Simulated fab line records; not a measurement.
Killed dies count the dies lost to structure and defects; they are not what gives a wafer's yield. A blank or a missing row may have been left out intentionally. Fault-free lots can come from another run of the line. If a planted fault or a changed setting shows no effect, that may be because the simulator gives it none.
Chamber matching + flow n5Finfet + 3 sister chambers for N5_BEOL_M5_DEP_56 on pecvd-03
The step deposits SiCN from 3MS/NH3, target thk 8 nm, time 14 s. 20 wafers are shown with their chamber, then 10 later ones without.

== WAFERS, EACH WITH ITS CHAMBER ==
| wafer  | chamber | showerheadPlenumPTorr (Torr) | throttleValvePct (%) |
|--------|---------|------------------------------|----------------------|
| L078.3 | 1       | 3.641                        | 8.9                  |
| L078.5 | 0       | 3.675                        | 8.8                  |
| L078.6 | 1       | 3.635                        | 9.0                  |
| L079.2 | 1       | 3.652                        | 8.8                  |
| L079.3 | 1       | 3.637                        | 8.7                  |
| L079.6 | 1       | 3.649                        | 8.9                  |
| L084.1 | 0       | 3.675                        | 8.7                  |
| L084.4 | 1       | 3.635                        | 9.0                  |
| L084.6 | 2       | 3.662                        | 8.6                  |
| L086.1 | 2       | 3.666                        | 8.8                  |
| L086.2 | 1       | 3.649                        | 8.8                  |
| L086.3 | 0       | 3.677                        | 8.8                  |
| L089.3 | 2       | 3.670                        | 8.6                  |
| L089.4 | 2       | 3.660                        | 8.8                  |
| L089.6 | 2       | 3.658                        | 8.5                  |
| L090.2 | 2       | 3.666                        | 8.8                  |
| L090.4 | 2       | 3.666                        | 8.5                  |
| L090.6 | 2       | 3.663                        | 8.5                  |
| L093.2 | 1       | 3.642                        | 8.9                  |
| L093.4 | 0       | 3.675                        | 8.6                  |

SIGNATURES, as means of the wafers listed above
| reading               | chamber 0 | chamber 1 | chamber 2 | scatter within a chamber |
|-----------------------|-----------|-----------|-----------|--------------------------|
| showerheadPlenumPTorr | 3.67550   | 3.64250   | 3.66387   | 0.00502                  |
| throttleValvePct      | 8.725     | 8.875     | 8.637     | 0.119                    |
Rule: a wafer's distance from a chamber is the root of the sum, over the readings, of the square of ((its reading less the chamber's mean) divided by the reading's scatter). If the next closest chamber is less than 2 further off than the closest, the wafer can't be placed; otherwise it belongs to the closest. The scatter: the root of (the sum of the squares of (reading less its chamber's mean) over the shown wafers, divided by (wafers less chambers)).

== WAFERS WHOSE CHAMBER IS MISSING ==
| wafer  | showerheadPlenumPTorr (Torr) | throttleValvePct (%) |
|--------|------------------------------|----------------------|
| L093.5 | 3.669                        | 8.5                  |
| L092.1 | 3.664                        | 8.5                  |
| L092.2 | 3.641                        | 8.7                  |
| L092.5 | 3.638                        | 8.9                  |
| L095.2 | 3.679                        | 8.8                  |
| L095.3 | 3.637                        | 8.8                  |
| L095.5 | 3.642                        | 9.0                  |
| L097.2 | 3.636                        | 8.5                  |
| L097.3 | 3.677                        | 8.8                  |
| L097.5 | 3.645                        | 8.9                  |

== EACH ONE'S CHAMBER ==
| wafer  | from the rows above     | in truth |
|--------|-------------------------|----------|
| L093.5 | can't be placed: 2 or 0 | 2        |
| L092.1 | can't be placed: 2 or 0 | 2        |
| L092.2 | 1                       | 1        |
| L092.5 | 1                       | 1        |
| L095.2 | 0                       | 0        |
| L095.3 | 1                       | 1        |
| L095.5 | 1                       | 1        |
| L097.2 | 1                       | 1        |
| L097.3 | 0                       | 0        |
| L097.5 | 1                       | 1        |
Placed correctly: 8 of 10. Unplaceable from these rows: 2, with the true chamber sitting among the candidates in 2. Number placed wrongly: 0.
